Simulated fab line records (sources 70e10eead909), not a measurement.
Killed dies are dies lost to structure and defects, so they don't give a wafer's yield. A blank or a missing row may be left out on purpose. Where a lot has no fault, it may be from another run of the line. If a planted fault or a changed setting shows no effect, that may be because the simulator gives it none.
fab line records | flow nandHarc
record lots=6 | wafers=18 | lastDay=32
route steps=1302 shown A_CONTACT@1046 END@1302
lots that met no fault: from a run of the same line without faults
startH: the number of hours between the record's first day and the start of the first shown wafer of the lot | waitH: how many hours have passed since the lot's step before this one | " the same as in the row above | L1.1+2: a row that stands for several wafers | - value missing, or start not given | * or withheld: withheld | < > ~ a bound
route shown NAME@n: a module of which the file shows steps, and the number in the route of the first | usual: mean/standard deviation of fault-free wafers | same: alike in all rows | chamber/n: place in a boat | sites: per-site readings | _std_site: standard deviation across them | _edge_site: inner sites' mean taken away from outer sites' mean | radiusMm: for every site, how far away it sits from the centre of the wafer | mask NAME#n: copy n | behind: the tool/chamber that last shaped the wafer | hold: why the lot was held/for how many hours/how that ended | device: which transistor (n, p or np) failed to switch | end of line: at the end of the route, the tests of the same wafers | step lacking rows: just its recipe | killed: dies lost to structure and defects at the first sort, not the wafer's yield | map: dies across one wafer; x = killed, . = not, _ = none there
set.NAME: setting as actually run; set.NAME@STEP: the setting as run at that earlier step | model.NAME: the simulator's own value behind a step, which no gauge read
lots at some steps of the route; a table a step, a row a wafer
services: from which hour (startH, from the record's first day; less than 0 if before it) a tool's chamber was out of use, for how many hours, and why
## steps
# step NHARC_A_CONTACT_ETCH_78
# recipe targetDepthA=53000 | overEtchFrac=0.3 | timeS=1378 | ionEnergyEv=150 | o2FlowSccm=400 | cosFlowSccm=20 | arFlowSccm=0 | rfW=500 | biasW=300 | chemistry=O2/COS
# step NHARC_A_CONTACT_ETCH_124
# recipe sourceW=withheld | pressureMtorr=20 | biasV=withheld | timeS=140 | targetDepthA=7000 | arFlowSccm=withheld | c4f8FlowSccm=withheld | o2FlowSccm=withheld | chemistry=C4F8/O2/Ar
# step NHARC_A_CONTACT_ETCH_125
# recipe sourceW=withheld | pressureMtorr=20 | biasV=3000 | timeS=197 | targetDepthA=19180 | arFlowSccm=withheld | c4f8FlowSccm=withheld | o2FlowSccm=withheld | chemistry=C4F8/O2/Ar
# same timeS=197
lot.wafer | tool          | chamber | startH | waitH | rfHoursCounterH
L627.3    | harCapEtch-02 | 1       | 507.84 | 0.2   | -
L627.5    | "             | 0       | "      | "     | -
L627.6    | "             | 1       | "      | "     | -
L628.4    | harCapEtch-03 | 0       | 514.84 | 0.2   | -
L628.3    | "             | 1       | "      | "     | -
L628.6    | "             | 0       | "      | "     | -
L632.3    | harCapEtch-01 | 1       | 545.55 | 0.3   | -
L632.5    | "             | 0       | "      | "     | -
L632.6    | "             | 1       | "      | "     | -
L633.1    | harCapEtch-01 | 1       | 560.04 | 0.2   | 7
L633.4    | "             | 0       | "      | "     | -
L633.6    | "             | 1       | "      | "     | -
L642.3    | harCapEtch-03 | 1       | 637.90 | 0.2   | -
L642.6    | "             | 0       | "      | "     | -
L642.5    | "             | 1       | "      | "     | -
L648.1    | harCapEtch-02 | 0       | 708.26 | 0.2   | 126
L648.3    | "             | 1       | "      | "     | -
L648.6    | "             | 0       | "      | "     | -
# step NHARC_A_CONTACT_ETCH_126
# recipe sourceW=withheld | pressureMtorr=20 | biasV=3000 | timeS=197 | targetDepthA=19180 | arFlowSccm=withheld | c4f8FlowSccm=withheld | o2FlowSccm=withheld | chemistry=C4F8/O2/Ar
# step NHARC_A_CONTACT_ETCH_127
# recipe sourceW=withheld | pressureMtorr=20 | biasV=3000 | timeS=197 | targetDepthA=19180 | arFlowSccm=withheld | c4f8FlowSccm=withheld | o2FlowSccm=withheld | chemistry=C4F8/O2/Ar
# same timeS=197
lot.wafer | tool          | chamber | startH | waitH | rfHoursCounterH
L627.3    | harCapEtch-02 | 1       | 508.19 | 0.1   | -
L627.5    | "             | 0       | "      | "     | -
L627.6    | "             | 1       | "      | "     | -
L628.4    | harCapEtch-03 | 0       | 515.19 | 0.1   | -
L628.3    | "             | 1       | "      | "     | -
L628.6    | "             | 0       | "      | "     | -
L632.3    | harCapEtch-01 | 1       | 546.18 | 0.3   | -
L632.5    | "             | 0       | "      | "     | -
L632.6    | "             | 1       | "      | "     | -
L633.1    | harCapEtch-01 | 1       | 560.40 | 0.1   | 8
L633.4    | "             | 0       | "      | "     | -
L633.6    | "             | 1       | "      | "     | -
L642.3    | harCapEtch-03 | 1       | 638.25 | 0.1   | -
L642.6    | "             | 0       | "      | "     | -
L642.5    | "             | 1       | "      | "     | -
L648.1    | harCapEtch-02 | 0       | 708.61 | 0.1   | 126
L648.3    | "             | 1       | "      | "     | -
L648.6    | "             | 0       | "      | "     | -
# step NHARC_A_CONTACT_ETCH_128
# recipe sourceW=withheld | pressureMtorr=20 | biasV=3000 | timeS=197 | targetDepthA=19180 | arFlowSccm=withheld | c4f8FlowSccm=withheld | o2FlowSccm=withheld | chemistry=C4F8/O2/Ar
# step NHARC_A_CONTACT_ETCH_129
# recipe sourceW=withheld | pressureMtorr=20 | biasV=3000 | timeS=197 | targetDepthA=19180 | arFlowSccm=withheld | c4f8FlowSccm=withheld | o2FlowSccm=withheld | chemistry=C4F8/O2/Ar
# same timeS=197
lot.wafer | tool          | chamber | startH | waitH | rfHoursCounterH
L627.3    | harCapEtch-02 | 1       | 508.55 | 0.1   | -
L627.5    | "             | 0       | "      | "     | -
L627.6    | "             | 1       | "      | "     | -
L628.4    | harCapEtch-03 | 0       | 515.54 | 0.1   | -
L628.3    | "             | 1       | "      | "     | -
L628.6    | "             | 0       | "      | "     | -
L632.3    | harCapEtch-01 | 1       | 546.81 | 0.3   | -
L632.5    | "             | 0       | "      | "     | -
L632.6    | "             | 1       | "      | "     | -
L633.1    | harCapEtch-01 | 1       | 560.75 | 0.1   | 8
L633.4    | "             | 0       | "      | "     | -
L633.6    | "             | 1       | "      | "     | -
L642.3    | harCapEtch-03 | 1       | 638.61 | 0.1   | -
L642.6    | "             | 0       | "      | "     | -
L642.5    | "             | 1       | "      | "     | -
L648.1    | harCapEtch-02 | 0       | 708.97 | 0.1   | 126
L648.3    | "             | 1       | "      | "     | -
L648.6    | "             | 0       | "      | "     | -
# step NHARC_A_CONTACT_ETCH_130
# recipe sourceW=withheld | pressureMtorr=20 | biasV=3000 | timeS=197 | targetDepthA=19180 | arFlowSccm=withheld | c4f8FlowSccm=withheld | o2FlowSccm=withheld | chemistry=C4F8/O2/Ar
# step NHARC_A_CONTACT_ETCH_131
# recipe sourceW=withheld | pressureMtorr=20 | biasV=3000 | timeS=197 | targetDepthA=19180 | arFlowSccm=withheld | c4f8FlowSccm=withheld | o2FlowSccm=withheld | chemistry=C4F8/O2/Ar
# same timeS=197
lot.wafer | tool          | chamber | startH | waitH | rfHoursCounterH
L627.3    | harCapEtch-02 | 1       | 508.90 | 0.1   | -
L627.5    | "             | 0       | "      | "     | -
L627.6    | "             | 1       | "      | "     | -
L628.4    | harCapEtch-03 | 0       | 515.90 | 0.1   | -
L628.3    | "             | 1       | "      | "     | -
L628.6    | "             | 0       | "      | "     | -
L632.3    | harCapEtch-01 | 1       | 547.44 | 0.3   | -
L632.5    | "             | 0       | "      | "     | -
L632.6    | "             | 1       | "      | "     | -
L633.1    | harCapEtch-01 | 1       | 561.22 | 0.2   | 8
L633.4    | "             | 0       | "      | "     | -
L633.6    | "             | 1       | "      | "     | -
L642.3    | harCapEtch-03 | 1       | 638.96 | 0.1   | -
L642.6    | "             | 0       | "      | "     | -
L642.5    | "             | 1       | "      | "     | -
L648.1    | harCapEtch-02 | 0       | 709.32 | 0.1   | 127
L648.3    | "             | 1       | "      | "     | -
L648.6    | "             | 0       | "      | "     | -
# step NHARC_A_CONTACT_ETCH_132
# recipe sourceW=withheld | pressureMtorr=20 | biasV=3000 | timeS=197 | targetDepthA=19240 | arFlowSccm=withheld | c4f8FlowSccm=withheld | o2FlowSccm=withheld | chemistry=C4F8/O2/Ar
# same timeS=197
lot.wafer | tool          | chamber | startH | waitH | rfHoursCounterH
L627.3    | harCapEtch-02 | 1       | 509.08 | 0.1   | -
L627.5    | "             | 0       | "      | "     | -
L627.6    | "             | 1       | "      | "     | -
L628.4    | harCapEtch-03 | 0       | 516.07 | 0.1   | -
L628.3    | "             | 1       | "      | "     | -
L628.6    | "             | 0       | "      | "     | -
L632.3    | harCapEtch-01 | 1       | 547.76 | 0.3   | -
L632.5    | "             | 0       | "      | "     | -
L632.6    | "             | 1       | "      | "     | -
L633.1    | harCapEtch-01 | 1       | 561.46 | 0.2   | 8
L633.4    | "             | 0       | "      | "     | -
L633.6    | "             | 1       | "      | "     | -
L642.3    | harCapEtch-03 | 1       | 639.13 | 0.1   | -
L642.6    | "             | 0       | "      | "     | -
L642.5    | "             | 1       | "      | "     | -
L648.1    | harCapEtch-02 | 0       | 709.50 | 0.1   | 127
L648.3    | "             | 1       | "      | "     | -
L648.6    | "             | 0       | "      | "     | -
# step NHARC_A_CONTACT_ETCH_133
# recipe sourceW=withheld | pressureMtorr=20 | biasV=400 | timeS=374 | targetDepthA=16100 | arFlowSccm=withheld | c4f8FlowSccm=11.5 | o2FlowSccm=7.2 | chemistry=C4F8/O2/Ar
# step NHARC_A_CONTACT_ETCH_91
# recipe targetDepthA=400 | overEtchFrac=0.5 | timeS=85.7 | ionEnergyEv=120 | ch3fFlowSccm=50 | o2FlowSccm=30 | arFlowSccm=200 | rfW=500 | biasW=100 | chemistry=CH3F/O2
# step NHARC_A_CONTACT_ETCH_97
# recipe targetDepthA=200 | overEtchFrac=0.5 | timeS=10 | ionEnergyEv=250 | c4f6FlowSccm=25 | o2FlowSccm=20 | arFlowSccm=500 | rfW=600 | biasW=500 | chemistry=C4F6/O2
# usual drypumpMotorCurrentA=6.0/0.41 | mfcArSccm=499.9/1.8 | oesProductAu=0.955/0.025 | rfVppV=548/3.6 | showerheadPlenumPTorr=3.96/0.17 | throttleValvePct=26.903/0.0086
# same timeS=10
lot.wafer | tool       | chamber | startH | waitH | drypumpMotorCurrentA | mfcArSccm | oesProductAu | rfHoursCounterH | rfVppV | showerheadPlenumPTorr | throttleValvePct
L627.3    | rieDiel-06 | 0       | 510.09 | -     | 6.2                  | 498.5     | 1.004        | 2               | 548    | 4.06                  | 26.912
L627.6    | "          | 0       | "      | "     | 6.3                  | 495.9     | 0.990        | -               | 549    | 4.06                  | 26.913
L627.5    | "          | 1       | "      | "     | 5.7                  | 498.8     | 0.993        | -               | 550    | 4.12                  | 26.916
L628.3    | rieDiel-04 | 0       | 517.12 | -     | 5.8                  | 501.0     | 0.938        | 34              | 545    | 3.79                  | 26.907
L628.4    | "          | 3       | "      | "     | 6.5                  | 496.1     | 0.950        | 34              | 548    | 3.95                  | 26.900
L628.6    | "          | 1       | "      | "     | 6.6                  | 497.9     | 0.954        | -               | 552    | 4.21                  | 26.916
L632.3    | rieDiel-04 | 0       | 548.98 | -     | 5.8                  | 499.8     | 0.719        | 2               | 543    | 3.79                  | 26.880
L632.6    | "          | 1       | "      | "     | 6.6                  | 497.6     | 0.947        | -               | 552    | 4.20                  | 26.902
L632.5    | "          | 2       | "      | "     | 6.4                  | 499.8     | 0.964        | -               | 543    | 3.78                  | 26.903
L633.4    | rieDiel-04 | 2       | 562.76 | -     | 6.4                  | 499.0     | 0.939        | 4               | 546    | 3.78                  | 26.897
L633.1    | "          | 0       | "      | "     | 5.8                  | 501.0     | 0.728        | 3               | 544    | 3.79                  | 26.906
L633.6    | "          | 2       | "      | "     | 6.3                  | 500.1     | 0.938        | -               | 543    | 3.78                  | 26.898
L642.3    | rieDiel-06 | 1       | 640.30 | -     | 5.8                  | 499.4     | 0.974        | 40              | 551    | 4.10                  | 26.882
L642.5    | "          | 1       | "      | "     | 5.8                  | 499.1     | 0.963        | -               | 551    | 4.10                  | 26.915
L642.6    | "          | 2       | "      | "     | 5.3                  | 497.9     | 0.960        | -               | 552    | 4.16                  | 26.895
L648.1    | rieDiel-01 | 1       | 710.64 | 0.1   | 5.7                  | 500.7     | 0.925        | 49              | 548    | 3.91                  | 26.898
L648.3    | "          | 2       | "      | "     | 6.0                  | 503.3     | 0.951        | 44              | 546    | 3.85                  | 26.916
L648.6    | "          | 1       | "      | "     | 5.7                  | 500.8     | 0.933        | -               | 547    | 3.91                  | 26.897
# step NHARC_A_CONTACT_CD_MEAS_80
# usual cdNm=289.5/0.86
lot.wafer | tool     | chamber | startH | waitH | cdNm
L627.3    | cdSem-01 | -       | 510.18 | -     | 289.3
L627.5    | "        | -       | "      | "     | 289.8
L627.6    | "        | -       | "      | "     | 289.0
L628.3    | cdSem-03 | -       | 517.20 | -     | 290.6
L628.4    | "        | -       | "      | "     | 290.7
L628.6    | "        | -       | "      | "     | 289.1
L632.3    | cdSem-01 | -       | 549.06 | -     | 290.4
L632.5    | "        | -       | "      | "     | 290.7
L632.6    | "        | -       | "      | "     | 290.5
L633.1    | cdSem-01 | -       | 562.84 | -     | 288.9
L633.4    | "        | -       | "      | "     | 288.9
L633.6    | "        | -       | "      | "     | 289.1
L642.3    | cdSem-01 | -       | 640.39 | -     | 289.1
L642.5    | "        | -       | "      | "     | 289.1
L642.6    | "        | -       | "      | "     | 289.2
L648.1    | cdSem-02 | -       | 710.73 | -     | 289.6
L648.3    | "        | -       | "      | "     | 289.5
L648.6    | "        | -       | "      | "     | 289.2
# step NHARC_END_SORT_01
# recipe tempC=25
# usual killedAtArray=55/15 | killedAtOther=1.0/1.2 | killedAtPeriphery=3.4/2.2 | killedDies=59/15 | killedOpen=3.2/2 | killedShort=2.5/1.7
# same grossDies=677
lot.wafer | tool      | chamber | startH | waitH | hold                    | killedAtArray | killedAtOther | killedAtPeriphery | killedDies | killedOpen | killedShort
L627.3    | prober-02 | 0       | 566.24 | 3.1   | -                       | 52            | 0             | 2                 | 54         | 3          | 4
L627.5    | prober-02 | 0       | 567.86 | 3.7   | -                       | 53            | 0             | 1                 | 54         | 2          | 0
L627.6    | prober-02 | 0       | 568.67 | 4.0   | -                       | 65            | 0             | 3                 | 68         | 8          | 5
L628.3    | prober-01 | 0       | 572.01 | 3.1   | -                       | 63            | 5             | 1                 | 69         | 5          | 5
L628.4    | prober-01 | 0       | 572.80 | 3.4   | -                       | 57            | 2             | 1                 | 60         | 1          | 0
L628.6    | prober-01 | 0       | 574.38 | 4.0   | -                       | 58            | 2             | 1                 | 61         | 5          | 3
L632.3    | prober-01 | 0       | 600.96 | 3.1   | awaitDispo/5.8h/release | 671           | 2             | 4                 | 677        | 4          | 1
L632.5    | prober-01 | 0       | 602.58 | 3.7   | awaitDispo/5.8h/release | 64            | 1             | 3                 | 68         | 3          | 3
L632.6    | prober-01 | 0       | 603.39 | 4.0   | awaitDispo/5.8h/release | 69            | 0             | 4                 | 73         | 1          | 6
L633.1    | prober-02 | 0       | 619.49 | 2.5   | awaitDispo/5.7h/release | 677           | 0             | 0                 | 677        | 1          | 4
L633.4    | prober-02 | 0       | 621.88 | 3.4   | awaitDispo/5.7h/release | 77            | 1             | 3                 | 81         | 5          | 3
L633.6    | prober-02 | 0       | 623.48 | 4.0   | awaitDispo/5.7h/release | 100           | 1             | 1                 | 102        | 3          | 3
L642.3    | prober-02 | 0       | 698.01 | 3.1   | -                       | 45            | 0             | 3                 | 48         | 7          | 3
L642.5    | prober-02 | 0       | 699.64 | 3.7   | -                       | 46            | 1             | 6                 | 53         | 4          | 3
L642.6    | prober-02 | 0       | 700.45 | 4.1   | -                       | 54            | 0             | 1                 | 55         | 5          | 1
L648.1    | prober-01 | 0       | 772.73 | 2.5   | -                       | 56            | 5             | 6                 | 67         | 3          | 1
L648.3    | prober-01 | 0       | 774.31 | 3.1   | -                       | 58            | 3             | 3                 | 64         | 2          | 3
L648.6    | prober-01 | 0       | 776.68 | 4.0   | -                       | 61            | 5             | 2                 | 68         | 2          | 1
# killed by level:class
L627.3 A_CHANNEL_HOLE_D1:chamberFilmFlake=24 A_CHANNEL_HOLE_D2:chamberFilmFlake=18 A_CONTACT:chamberFilmFlake=3 A_ONON_D1:geometricParticle:short=2 A_ONON_D2:geometricParticle:open=2 A_CHANNEL_HOLE_D1:geometricParticle:short=1 A_CHANNEL_FILL_D1:geometricParticle:open=1 A_ONON_D2:geometricParticle:short=1
L627.5 A_CHANNEL_HOLE_D1:chamberFilmFlake=25 A_CHANNEL_HOLE_D2:chamberFilmFlake=20 A_CHANNEL_HOLE_D1:unspecified=2 A_STAIRCASE:chamberFilmFlake=2 A_CONTACT:chamberFilmFlake=2 P_CONTACT:geometricParticle:open=1 A_CHANNEL_FILL_D2:geometricParticle:open=1 A_M0:chamberFilmFlake=1
L627.6 A_CHANNEL_HOLE_D2:chamberFilmFlake=36 A_CHANNEL_HOLE_D1:chamberFilmFlake=11 A_ONON_D1:geometricParticle:open=2 A_WL_FILL:geometricParticle:open=2 A_CHANNEL_HOLE_D1:unspecified=2 P_CONTACT:geometricParticle:open=1 P_M0:geometricParticle:open=1 A_ONON_D1:geometricParticle:short=1
L628.3 A_CHANNEL_HOLE_D1:chamberFilmFlake=31 A_CHANNEL_HOLE_D2:chamberFilmFlake=11 A_CONTACT:chamberFilmFlake=5 THIN_TSV:chamberFilmFlake=4 A_ONON_D2:geometricParticle:short=3 A_STAIRCASE:chamberFilmFlake=3 A_BONDPAD:chamberFilmFlake=3 A_CHANNEL_FILL_D2:geometricParticle:open=2
L628.4 A_CHANNEL_HOLE_D2:chamberFilmFlake=34 A_CHANNEL_HOLE_D1:chamberFilmFlake=11 A_CONTACT:chamberFilmFlake=9 THIN_TSV:chamberFilmFlake=2 A_ONON_D1:geometricParticle:open=1 P_STI:chamberFilmFlake=1 A_M1:chamberFilmFlake=1 A_BONDPAD:chamberFilmFlake=1
L628.6 A_CHANNEL_HOLE_D1:chamberFilmFlake=30 A_CHANNEL_HOLE_D2:chamberFilmFlake=15 A_BONDPAD:chamberFilmFlake=3 A_ONON_D2:geometricParticle:open=2 A_STAIRCASE:chamberFilmFlake=2 P_CONTACT:geometricParticle:open=1 A_ONON_D1:geometricParticle:short=1 A_CHANNEL_FILL_D1:geometricParticle:open=1
L632.3 A_CONTACT:areaEtch=589 A_CHANNEL_HOLE_D2:chamberFilmFlake=42 A_SLIT:chamberFilmFlake=24 A_CONTACT:chamberFilmFlake=5 A_CHANNEL_HOLE_D1:chamberFilmFlake=4 A_M0:chamberFilmFlake=2 THIN_TSV:chamberFilmFlake=2 P_GATE:geometricParticle:open=1
L632.5 A_SLIT:chamberFilmFlake=30 A_CHANNEL_HOLE_D2:chamberFilmFlake=23 A_CHANNEL_HOLE_D1:chamberFilmFlake=5 A_CONTACT:chamberFilmFlake=2 P_CONTACT:geometricParticle:short=1 P_CONTACT:geometricParticle:open=1 A_ONON_D1:geometricParticle:short=1 A_ONON_D1:geometricParticle:open=1
L632.6 A_SLIT:chamberFilmFlake=33 A_CHANNEL_HOLE_D2:chamberFilmFlake=16 A_CHANNEL_HOLE_D1:chamberFilmFlake=4 A_WL_FILL:geometricParticle:short=3 P_STI:chamberFilmFlake=3 A_STAIRCASE:chamberFilmFlake=3 A_M0:geometricParticle:short=2 A_DECK1_JOINT:chamberFilmFlake=2
L633.1 A_CONTACT:areaEtch=600 A_CHANNEL_HOLE_D2:chamberFilmFlake=32 A_SLIT:chamberFilmFlake=29 A_CHANNEL_HOLE_D1:chamberFilmFlake=7 A_ONON_D1:geometricParticle:short=2 A_CONTACT:chamberFilmFlake=2 A_DECK1_JOINT:geometricParticle:short=1 A_WL_FILL:geometricParticle:short=1
L633.4 A_CHANNEL_HOLE_D2:chamberFilmFlake=39 A_SLIT:chamberFilmFlake=27 A_CHANNEL_HOLE_D1:chamberFilmFlake=5 P_M0:geometricParticle:open=1 P_M1:geometricParticle:open=1 A_SOURCE_PLATE:geometricParticle:short=1 A_DECK1_JOINT:geometricParticle:open=1 A_ONON_D2:geometricParticle:short=1
L633.6 A_CHANNEL_HOLE_D2:chamberFilmFlake=38 A_SLIT:chamberFilmFlake=38 A_CHANNEL_HOLE_D1:chamberFilmFlake=11 A_STAIRCASE:chamberFilmFlake=3 A_CHANNEL_FILL_D2:geometricParticle:short=2 A_CONTACT:chamberFilmFlake=2 A_ONON_D1:geometricParticle:open=1 A_DECK1_JOINT:geometricParticle:open=1
L642.3 A_CHANNEL_HOLE_D1:chamberFilmFlake=31 A_ONON_D1:geometricParticle:open=3 P_GATE:chamberFilmFlake=2 A_CHANNEL_HOLE_D2:chamberFilmFlake=2 A_STAIRCASE:chamberFilmFlake=2 P_M0:geometricParticle:short=1 A_SOURCE_PLATE:geometricParticle:open=1 A_DECK1_JOINT:geometricParticle:open=1
L642.5 A_CHANNEL_HOLE_D1:chamberFilmFlake=30 A_CHANNEL_HOLE_D2:chamberFilmFlake=4 P_GATE:chamberFilmFlake=3 A_CONTACT:chamberFilmFlake=3 P_GATE:geometricParticle:open=2 A_ZERO_WELL:chamberFilmFlake=2 A_CHANNEL_FILL_D2:chamberFilmFlake=2 P_GATE:geometricParticle:short=1
L642.6 A_CHANNEL_HOLE_D1:chamberFilmFlake=36 A_STAIRCASE:chamberFilmFlake=3 A_WL_FILL:geometricParticle:open=2 A_ZERO_WELL:chamberFilmFlake=2 A_CHANNEL_FILL_D2:chamberFilmFlake=2 A_CONTACT:chamberFilmFlake=2 A_M1:chamberFilmFlake=2 P_M1:geometricParticle:open=1
L648.1 A_SLIT:chamberFilmFlake=31 A_CHANNEL_HOLE_D1:chamberFilmFlake=12 A_CONTACT:chamberFilmFlake=8 P_M2:chamberFilmFlake=4 THIN_TSV:chamberFilmFlake=4 P_CONTACT:geometricParticle:open=1 A_ONON_D1:geometricParticle:open=1 A_CHANNEL_HOLE_D1:geometricParticle:open=1
L648.3 A_SLIT:chamberFilmFlake=26 A_CHANNEL_HOLE_D1:chamberFilmFlake=20 A_CONTACT:chamberFilmFlake=4 THIN_TSV:chamberFilmFlake=3 P_GATE:chamberFilmFlake=2 A_ONON_D1:geometricParticle:short=1 A_DECK1_JOINT:geometricParticle:open=1 A_SGD_CUT:geometricParticle:short=1
L648.6 A_SLIT:chamberFilmFlake=34 A_CHANNEL_HOLE_D1:chamberFilmFlake=15 THIN_TSV:chamberFilmFlake=5 A_CONTACT:chamberFilmFlake=4 A_BONDPAD:chamberFilmFlake=2 P_CONTACT:geometricParticle:open=1 A_CHANNEL_FILL_D2:geometricParticle:short=1 A_M0:geometricParticle:open=1
# map L632.3 (x killed, . not)
____________x____________
_________xxxxxxx_________
_______xxxxxxxxxxx_______
______xxxxxxxxxxxxx______
_____xxxxxxxxxxxxxxx_____
____xxxxxxxxxxxxxxxxx____
____xxxxxxxxxxxxxxxxx____
___xxxxxxxxxxxxxxxxxxx___
___xxxxxxxxxxxxxxxxxxx___
__xxxxxxxxxxxxxxxxxxxxx__
__xxxxxxxxxxxxxxxxxxxxx__
_xxxxxxxxxxxxxxxxxxxxxxx_
_xxxxxxxxxxxxxxxxxxxxxxx_
_xxxxxxxxxxxxxxxxxxxxxxx_
_xxxxxxxxxxxxxxxxxxxxxxx_
_xxxxxxxxxxxxxxxxxxxxxxx_
xxxxxxxxxxxxxxxxxxxxxxxxx
xxxxxxxxxxxxxxxxxxxxxxxxx
xxxxxxxxxxxxxxxxxxxxxxxxx
xxxxxxxxxxxxxxxxxxxxxxxxx
xxxxxxxxxxxxxxxxxxxxxxxxx
_xxxxxxxxxxxxxxxxxxxxxxx_
_xxxxxxxxxxxxxxxxxxxxxxx_
_xxxxxxxxxxxxxxxxxxxxxxx_
_xxxxxxxxxxxxxxxxxxxxxxx_
_xxxxxxxxxxxxxxxxxxxxxxx_
__xxxxxxxxxxxxxxxxxxxxx__
__xxxxxxxxxxxxxxxxxxxxx__
___xxxxxxxxxxxxxxxxxxx___
___xxxxxxxxxxxxxxxxxxx___
____xxxxxxxxxxxxxxxxx____
____xxxxxxxxxxxxxxxxx____
_____xxxxxxxxxxxxxxx_____
______xxxxxxxxxxxxx______
_______xxxxxxxxxxx_______
_________xxxxxxx_________
____________x____________
# map L633.1 (x killed, . not)
____________x____________
_________xxxxxxx_________
_______xxxxxxxxxxx_______
______xxxxxxxxxxxxx______
_____xxxxxxxxxxxxxxx_____
____xxxxxxxxxxxxxxxxx____
____xxxxxxxxxxxxxxxxx____
___xxxxxxxxxxxxxxxxxxx___
___xxxxxxxxxxxxxxxxxxx___
__xxxxxxxxxxxxxxxxxxxxx__
__xxxxxxxxxxxxxxxxxxxxx__
_xxxxxxxxxxxxxxxxxxxxxxx_
_xxxxxxxxxxxxxxxxxxxxxxx_
_xxxxxxxxxxxxxxxxxxxxxxx_
_xxxxxxxxxxxxxxxxxxxxxxx_
_xxxxxxxxxxxxxxxxxxxxxxx_
xxxxxxxxxxxxxxxxxxxxxxxxx
xxxxxxxxxxxxxxxxxxxxxxxxx
xxxxxxxxxxxxxxxxxxxxxxxxx
xxxxxxxxxxxxxxxxxxxxxxxxx
xxxxxxxxxxxxxxxxxxxxxxxxx
_xxxxxxxxxxxxxxxxxxxxxxx_
_xxxxxxxxxxxxxxxxxxxxxxx_
_xxxxxxxxxxxxxxxxxxxxxxx_
_xxxxxxxxxxxxxxxxxxxxxxx_
_xxxxxxxxxxxxxxxxxxxxxxx_
__xxxxxxxxxxxxxxxxxxxxx__
__xxxxxxxxxxxxxxxxxxxxx__
___xxxxxxxxxxxxxxxxxxx___
___xxxxxxxxxxxxxxxxxxx___
____xxxxxxxxxxxxxxxxx____
____xxxxxxxxxxxxxxxxx____
_____xxxxxxxxxxxxxxx_____
______xxxxxxxxxxxxx______
_______xxxxxxxxxxx_______
_________xxxxxxx_________
____________x____________
## services
tool          | chamber | startH | hours | kind
rieDiel-04    | 0       | 486.41 | -     | clean
rieDiel-04    | 1       | 486.41 | -     | clean
rieDiel-04    | 2       | 486.41 | -     | clean
rieDiel-04    | 3       | 486.41 | -     | clean
rieDiel-06    | -       | 493.45 | 9.0   | pm
harCapEtch-01 | -       | 498.62 | 17.0  | pm
harCapEtch-01 | 0       | 498.62 | 17.1  | ventCycle
harCapEtch-01 | 1       | 498.62 | 17.1  | ventCycle
rieDiel-04    | 0       | 510.92 | -     | clean
rieDiel-04    | 1       | 510.92 | -     | clean
rieDiel-04    | 2       | 510.92 | -     | clean
rieDiel-04    | 3       | 510.92 | -     | clean
rieDiel-04    | -       | 531.90 | 9.0   | pm
rieDiel-04    | 0       | 531.90 | 9.0   | ventCycle
rieDiel-01    | -       | 560.43 | 9.0   | pm
rieDiel-04    | -       | 564.49 | 1.0   | repair
rieDiel-06    | 0       | 602.28 | 4.5   | repair
rieDiel-04    | 0       | 614.54 | 6.1   | repair
harCapEtch-03 | -       | 634.63 | 0.1   | repair
rieDiel-06    | -       | 670.45 | 9.0   | pm
rieDiel-06    | 1       | 692.68 | 4.5   | repair
rieDiel-01    | 0       | 695.30 | 22.5  | repair
rieDiel-01    | -       | 703.86 | 0.4   | repair
rieDiel-04    | -       | 709.17 | 9.0   | pm
## key
firstSign step=NHARC_A_CONTACT_ETCH_97 | reading=oesProductAu | direction=down | sigmas=9.2 | usual=0.955 | struck=0.723
effect step=NHARC_END_SORT_01 | reading=killedDies | direction=up | sigmas=42 | usual=59 | struck=677
moreKillsBornAt NHARC_A_CONTACT_ETCH_97@rieDiel-04=1189
metAt NHARC_A_CONTACT_ETCH_97
struckWafers L632.3,L633.1
laterRowsLeftOut L632.3,L633.1
testerLeftOut L632,L633
onsetBetween 517.12 548.98
fault kind=processParameterDrift | tool=rieDiel-04 | chamber=0 | onsetH=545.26 | steps=NHARC_A_CONTACT_ETCH_97 | channel=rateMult | offset=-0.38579 | shape=step | endH=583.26
# testerLeftOut: of these lots the tester's yield and bins aren't shown, on N5 and GAA mostly nor the transistor test; their killed dies are dies lost to structure and defects alone, not to doping, threshold or leakage, so they don't give the yield
# laterRowsLeftOut: the simulator's readings of these wafers behind a module that went badly wrong aren't trusted and aren't shown, but for the sort
